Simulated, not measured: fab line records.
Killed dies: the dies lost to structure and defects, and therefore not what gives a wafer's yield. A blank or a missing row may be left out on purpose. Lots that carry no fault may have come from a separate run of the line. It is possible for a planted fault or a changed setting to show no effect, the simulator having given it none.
Which of the tools did it? + flow nand-harc + 36 wafers from 12 lots sampled at 5 of the route's 1302 steps

WHAT EACH GAUGE READ, for each wafer
NHARC_END_SORT_01. Usual: killed-at-array 61, standard deviation 26; killed-at-other 0.8, standard deviation 1.1; killed-at-periphery 4.0, standard deviation 2.6; killed-dies 66, standard deviation 26; killed-open 3.1, standard deviation 1.7; killed-short 2.5, standard deviation 1.5.
| lot  | measured     | on        | killed-at-array | killed-at-other | killed-at-periphery | killed-dies | killed-open | killed-short | flag |
|------|--------------|-----------|-----------------|-----------------|---------------------|-------------|-------------|--------------|------|
| L513 | day 30 16:12 | prober-02 | 94 104 92       | 1 0 0           | 6 5 3               | 101 109 95  | 5 4 0       | 3 1 3        |      |

EACH LOT AND THE TOOL THAT RAN IT (in order: tool; ch and the chambers of the sampled wafers; start)
| lot  | NHARC_A_WL_FILL_ETCHBACK_04       | NHARC_A_WL_FILL_ETCHBACK_05       | NHARC_A_WL_FILL_ETCHBACK_16                   | NHARC_A_WL_FILL_ETCHBACK_17       |
|------|-----------------------------------|-----------------------------------|-----------------------------------------------|-----------------------------------|
| L499 | rie-metal-01 ch 0,1, day 20 11:28 | rie-metal-01 ch 0,1, day 20 11:46 | rie-diel-03 ch 2,3, day 20 19:28 or earlier   | rie-metal-03 ch 0,1, day 20 19:28 |
| L505 | rie-metal-03 ch 0,1, day 22 03:18 | rie-metal-03 ch 0,1, day 22 03:32 | rie-diel-07 ch 0,1,2, day 22 13:57 or earlier | rie-metal-03 ch 0,1, day 22 13:57 |
| L504 | rie-metal-01 ch 0,1, day 23 01:59 | rie-metal-01 ch 0,1, day 23 02:14 | rie-diel-13 ch 0,2,3, day 23 13:58 or earlier | rie-metal-02 ch 1, day 23 13:58   |
| L507 | rie-metal-01 ch 0,1, day 23 22:02 | rie-metal-01 ch 0,1, day 23 22:16 | rie-diel-07 ch 2,3, day 24 08:35 or earlier   | rie-metal-03 ch 0,1, day 24 08:35 |
| L509 | rie-metal-01 ch 0,1, day 24 22:46 | rie-metal-01 ch 0,1, day 24 22:56 | rie-diel-13 ch 1,2, day 25 09:15 or earlier   | rie-metal-02 ch 0,1, day 25 09:15 |
| L511 | rie-metal-01 ch 0,1, day 25 18:25 | rie-metal-01 ch 0,1, day 25 18:37 | rie-diel-03 ch 0,2,3, day 26 06:30 or earlier | rie-metal-01 ch 0,1, day 26 06:30 |
| L513 | rie-metal-03 ch 0,1, day 26 10:50 | rie-metal-03 ch 0,1, day 26 11:02 | rie-diel-03 ch 0,1, day 26 21:36 or earlier   | rie-metal-01 ch 0,1, day 26 21:36 |
| L515 | rie-metal-02 ch 0,1, day 27 03:03 | rie-metal-02 ch 0,1, day 27 03:17 | rie-diel-07 ch 0,1,3, day 27 13:39 or earlier | rie-metal-03 ch 0,1, day 27 13:39 |
| L516 | rie-metal-03 ch 0,1, day 27 04:40 | rie-metal-03 ch 0,1, day 27 04:53 | rie-diel-13 ch 0,1,2, day 27 14:13 or earlier | rie-metal-01 ch 0,1, day 27 14:13 |
| L520 | rie-metal-02 ch 0,1, day 28 21:02 | rie-metal-02 ch 0,1, day 28 21:17 | rie-diel-03 ch 1,3, day 29 09:14 or earlier   | rie-metal-02 ch 0,1, day 29 09:14 |
| L519 | rie-metal-03 ch 0,1, day 28 21:07 | rie-metal-03 ch 0,1, day 28 21:19 | rie-diel-07 ch 1,2, day 29 07:55 or earlier   | rie-metal-01 ch 0,1, day 29 07:55 |
| L522 | rie-metal-01 ch 0,1, day 29 04:13 | rie-metal-01 ch 0,1, day 29 04:28 | rie-diel-13 ch 0,1,3, day 29 14:20 or earlier | rie-metal-01 ch 0,1, day 29 14:20 |
- NHARC_A_WL_FILL_ETCHBACK_04: etches the open film in NF3, target depth 60 nm, time 120 s.
- NHARC_A_WL_FILL_ETCHBACK_05: etches the open film in Cl2/BCl3, target depth 22 nm, time 60 s.
- NHARC_A_WL_FILL_ETCHBACK_16: etches the open film in C4F8/O2/Ar, target depth 120 nm, time 24 s.
- NHARC_A_WL_FILL_ETCHBACK_17: etches the open film in Cl2/BCl3, target depth 4 nm, time 26.7 s.

AS READ BY THE TOOLS THEMSELVES (means over the sampled wafers that have a number; for cases with no such wafer, the mark the record gives instead)
NHARC_A_WL_FILL_ETCHBACK_04. Usual: drypump-motor-current-A 5.7 A, standard deviation 0.63; oes-product-au 0.998 a.u., standard deviation 0.014; run-length-s 141.3 s, standard deviation 0.41.
| lot  | tool         | drypump-motor-current-A (A) | oes-product-au (a.u.) | run-length-s (s) | flag |
|------|--------------|-----------------------------|-----------------------|------------------|------|
| L499 | rie-metal-01 | 5.1                         | 0.999                 | 141.3            |      |
| L505 | rie-metal-03 | 6.0                         | 0.994                 | 141.0            |      |
| L504 | rie-metal-01 | 5.0                         | 1.011                 | 141.0            |      |
| L507 | rie-metal-01 | 5.3                         | 1.017                 | 141.1            |      |
| L509 | rie-metal-01 | 5.3                         | 1.017                 | 150.6            | OFF  |
| L511 | rie-metal-01 | 5.1                         | 1.013                 | 150.7            | OFF  |
| L513 | rie-metal-03 | 6.0                         | 0.980                 | 140.8            |      |
| L515 | rie-metal-02 | 6.3                         | 0.995                 | 141.8            |      |
| L516 | rie-metal-03 | 6.2                         | 0.987                 | 141.0            |      |
| L520 | rie-metal-02 | 5.9                         | 1.000                 | 141.6            |      |
| L519 | rie-metal-03 | 6.2                         | 0.987                 | 141.1            |      |
| L522 | rie-metal-01 | 5.3                         | 1.006                 | 141.3            |      |

NHARC_A_WL_FILL_ETCHBACK_05. Usual: drypump-motor-current-A 5.7 A, standard deviation 0.63; oes-product-au 0.999 a.u., standard deviation 0.015; run-length-s 81.3 s, standard deviation 0.43.
| lot  | tool         | drypump-motor-current-A (A) | oes-product-au (a.u.) | run-length-s (s) | flag |
|------|--------------|-----------------------------|-----------------------|------------------|------|
| L499 | rie-metal-01 | 5.1                         | 0.997                 | 81.1             |      |
| L505 | rie-metal-03 | 6.0                         | 0.992                 | 80.9             |      |
| L504 | rie-metal-01 | 5.1                         | 1.009                 | 81.2             |      |
| L507 | rie-metal-01 | 5.3                         | 1.012                 | 81.2             |      |
| L509 | rie-metal-01 | 5.1                         | 1.012                 | 81.1             |      |
| L511 | rie-metal-01 | 5.1                         | 1.015                 | 81.2             |      |
| L513 | rie-metal-03 | 6.0                         | 0.987                 | 80.9             |      |
| L515 | rie-metal-02 | 5.8                         | 1.012                 | 81.7             |      |
| L516 | rie-metal-03 | 6.2                         | 0.980                 | 81.0             |      |
| L520 | rie-metal-02 | 6.3                         | 0.996                 | 81.8             |      |
| L519 | rie-metal-03 | 6.2                         | 0.986                 | 81.1             |      |
| L522 | rie-metal-01 | 5.3                         | 1.004                 | 81.2             |      |

NHARC_A_WL_FILL_ETCHBACK_16. Usual: bias-w 800.5 W, standard deviation 2.4; oes-product-au 0.99 a.u., standard deviation 0.031; rf-vpp-V 723 V, standard deviation 5; run-length-s 45.3 s, standard deviation 0.44.
| lot  | tool        | bias-w (W) | oes-product-au (a.u.) | rf-vpp-V (V) | run-length-s (s) | flag |
|------|-------------|------------|-----------------------|--------------|------------------|------|
| L499 | rie-diel-03 | 797.5      | 1.01                  | 728          | 45.1             |      |
| L505 | rie-diel-07 | 800.0      | 0.99                  | 720          | 45.3             |      |
| L504 | rie-diel-13 | 800.0      | 1.02                  | 721          | 45.4             |      |
| L507 | rie-diel-07 | 798.3      | 1.01                  | 729          | 45.9             |      |
| L509 | rie-diel-13 | 799.3      | 1.02                  | 722          | 45.6             |      |
| L511 | rie-diel-03 | 800.4      | 1.01                  | 728          | 45.1             |      |
| L513 | rie-diel-03 | 800.5      | 0.96                  | 725          | 45.2             |      |
| L515 | rie-diel-07 | 800.5      | 1.01                  | 721          | 45.6             |      |
| L516 | rie-diel-13 | 802.1      | 1.01                  | 721          | 45.5             |      |
| L520 | rie-diel-03 | 800.0      | 1.01                  | 728          | 45.2             |      |
| L519 | rie-diel-07 | 803.6      | 1.01                  | 725          | 45.0             |      |
| L522 | rie-diel-13 | 800.2      | 0.99                  | 719          | 45.4             |      |

NHARC_A_WL_FILL_ETCHBACK_17. Usual: drypump-motor-current-A 5.8 A, standard deviation 0.63; oes-product-au 0.999 a.u., standard deviation 0.013; run-length-s 48.0 s, standard deviation 0.46.
| lot  | tool         | drypump-motor-current-A (A) | oes-product-au (a.u.) | run-length-s (s) | flag |
|------|--------------|-----------------------------|-----------------------|------------------|------|
| L499 | rie-metal-03 | 6.1                         | 0.997                 | 47.9             |      |
| L505 | rie-metal-03 | 6.0                         | 0.991                 | 47.7             |      |
| L504 | rie-metal-02 | 6.7                         | 0.989                 | 49.1             |      |
| L507 | rie-metal-03 | 6.2                         | 0.995                 | 48.1             |      |
| L509 | rie-metal-02 | 6.3                         | 0.997                 | 48.6             |      |
| L511 | rie-metal-01 | 5.3                         | 1.009                 | 47.6             |      |
| L513 | rie-metal-01 | 5.1                         | 1.016                 | 47.9             |      |
| L515 | rie-metal-03 | 6.2                         | 0.989                 | 47.8             |      |
| L516 | rie-metal-01 | 5.3                         | 1.007                 | 48.0             |      |
| L520 | rie-metal-02 | 5.9                         | 1.002                 | 48.3             |      |
| L519 | rie-metal-01 | 5.1                         | 1.010                 | 48.0             |      |
| L522 | rie-metal-01 | 5.3                         | 0.998                 | 47.8             |      |

THE ANSWER, worked out from the rows above alone
Rule: a lot is off if the mean of its wafers that have a number lies more than 3 standard deviations from the usual mean. A lot without any number at a reading at which 4 lots or more have one is off too. The other lots that the step has rows for count as sound. The gauges are gone through in route order, then the tools' own readings, and for those a lot's mean is taken as printed above. The first step at which some lot is off is used, and at that step the reading that is off furthest; a lot without a number counts as furthest.
Off: L509, L511 (NHARC_A_WL_FILL_ETCHBACK_04, run-length-s).
If a tool, at that step or one of the process steps before it, ran each lot that is off and ran no sound lot following the first of them, it fits. No candidate that was tried fits.

WHAT HAD BEEN PUT IN BY THE SIMULATOR
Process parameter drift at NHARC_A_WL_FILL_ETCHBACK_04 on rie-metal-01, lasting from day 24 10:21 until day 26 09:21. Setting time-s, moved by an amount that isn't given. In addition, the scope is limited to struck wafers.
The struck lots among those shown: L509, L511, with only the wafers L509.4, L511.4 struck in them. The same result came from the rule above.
